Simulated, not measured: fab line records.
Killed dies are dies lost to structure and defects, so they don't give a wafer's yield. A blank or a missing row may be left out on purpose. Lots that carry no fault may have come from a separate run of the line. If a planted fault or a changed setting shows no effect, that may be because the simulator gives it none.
A struck lot beside a sound one    flow nand_harc    14 steps out of a route of 1302
Sound: the wafers L854.4, L854.5, L854.6. Struck: wafers L862.2, L862.4. At the end, the cause is stated.
Order at every step that has rows: each side's tool, ch and its chambers, its first start. Under that, the readings that differ: sound wafers    struck wafers    difference of the means    sigmas: that difference in standard deviations of wafers without a fault.
alike: words and numbers the same on both sides, and readings whose means are apart by under 2 such deviations; not compared: readings that were withheld, readings missing a value for some wafer, numbers with overlapping values and no deviation given by the record, and bounds like >300 which may hide the same value.
A row with sigmas, a row that says differs or no value, or rows on one side alone: a step with any of these is where the two part. Numbers that have no deviation but don't overlap get no sigmas and don't part them. A reading that every wafer of one side lacks parts them only if that side has two wafers or more.

NHARC_A_CHANNEL_FILL_D2_ALD_15: deposits SiNx, target thk 2 nm, pulse time 60 s, ald cycles 19.
  sound on ald_sin_batch-01 ch 0; struck on ald_sin_batch-03 ch 0
  alike: precursor_pulse_height_rel
  not compared: ald_cycles
NHARC_A_CHANNEL_FILL_D2_ALD_16: deposits SiO2, target thk 1.5 nm, pulse time 10 s, ald cycles 15.
  sound on ald_hk-02 ch 1,2, day 15 03:43; struck on ald_hk-03 ch 0,2, day 18 22:22
  alike: heater_power_w, precursor_pulse_height_rel
  not compared: ald_cycles, since_wet_clean_h
then, 2 steps without rows for these wafers: NHARC_A_CHANNEL_FILL_D2_ANNEAL_17 (time 1800 s); NHARC_A_CHANNEL_FILL_D2_CVD_18 (deposits poly-Si, target thk 3 nm).
NHARC_A_CHANNEL_FILL_D2_ETCHBACK_19: etches the open film in HBr/Cl2, target depth 5 nm, time 1.7 s.
  sound on rie_si-01 ch 0,1,3, day 15 15:37; struck on rie_si-01 ch 2,3, day 19 07:44
  alike: chamber_pressure_mTorr, drypump_motor_current_A, oes_product_au, throttle_valve_pct
  not compared: rf_hours_counter_h
NHARC_A_CHANNEL_FILL_D2_ETCHBACK_20: etches the open film in C4F8/O2/Ar, target depth 27 nm, time 13.5 s.
  sound on rie_diel-12 ch 1,2,3, day 15 15:44; struck on rie_diel-12 ch 0,1, day 19 07:50
  alike: chamber_pressure_mTorr, oes_product_au, rf_vpp_V
  not compared: rf_hours_counter_h
then, 5 steps without rows for these wafers: NHARC_A_CHANNEL_FILL_D2_STRIP_28 (strips in O2, time 20 s); NHARC_A_CHANNEL_FILL_D2_PRECLEAN_21 (cleans in dHF, time 30 s); NHARC_A_CHANNEL_FILL_D2_SRD_23; NHARC_A_CHANNEL_FILL_D2_CVD_05 (deposits poly-Si, target thk 5 nm); NHARC_A_CHANNEL_FILL_D2_ANNEAL_22 (time 7200 s).
NHARC_A_CHANNEL_FILL_D2_ALD_25: deposits SiOx, target thk 60 nm, pulse time 10 s, ald cycles 600.
  sound on ald_hk-02 ch 0,2,3, day 16 04:58; struck on ald_hk-02 ch 0,1, day 19 20:06
reading     sound        struck   difference  sigmas
ald_cycles  600 600 600  501 501  -99         
  alike: heater_power_w, precursor_pulse_height_rel
  not compared: since_wet_clean_h
NHARC_A_CHANNEL_FILL_D2_ETCHBACK_08: etches the open film in C4F8, target depth 220 nm, time 110 s.
  sound on rie_diel-12 ch 0,3; struck on rie_diel-07 ch 2,3
reading                         sound                 struck         difference  sigmas
chamber_pressure_mTorr (mTorr)  25.054 25.033 25.032  24.954 24.996  -0.065      -2
  alike: oes_product_au, rf_vpp_V
  not compared: rf_hours_counter_h
-- break in the record here, with 9 days between the starts of the struck wafers on either side (left off in module A_CHANNEL_FILL_D2, picked up again in module END, where the first step shown is number 1302 on the route) --
NHARC_END_SORT_01:
  sound on prober-02 ch 0, day 25 14:22; struck on prober-01 ch 0, day 29 00:01
  alike: killed_at_array, killed_at_other, killed_at_periphery, killed_dies, killed_open, killed_short

WHERE THEY PART
At NHARC_A_CHANNEL_FILL_D2_ETCHBACK_08 and nowhere else, as far as this record goes. Later steps at which nothing parts them and some readings are alike: NHARC_END_SORT_01.

WHY: what had been put in by the simulator
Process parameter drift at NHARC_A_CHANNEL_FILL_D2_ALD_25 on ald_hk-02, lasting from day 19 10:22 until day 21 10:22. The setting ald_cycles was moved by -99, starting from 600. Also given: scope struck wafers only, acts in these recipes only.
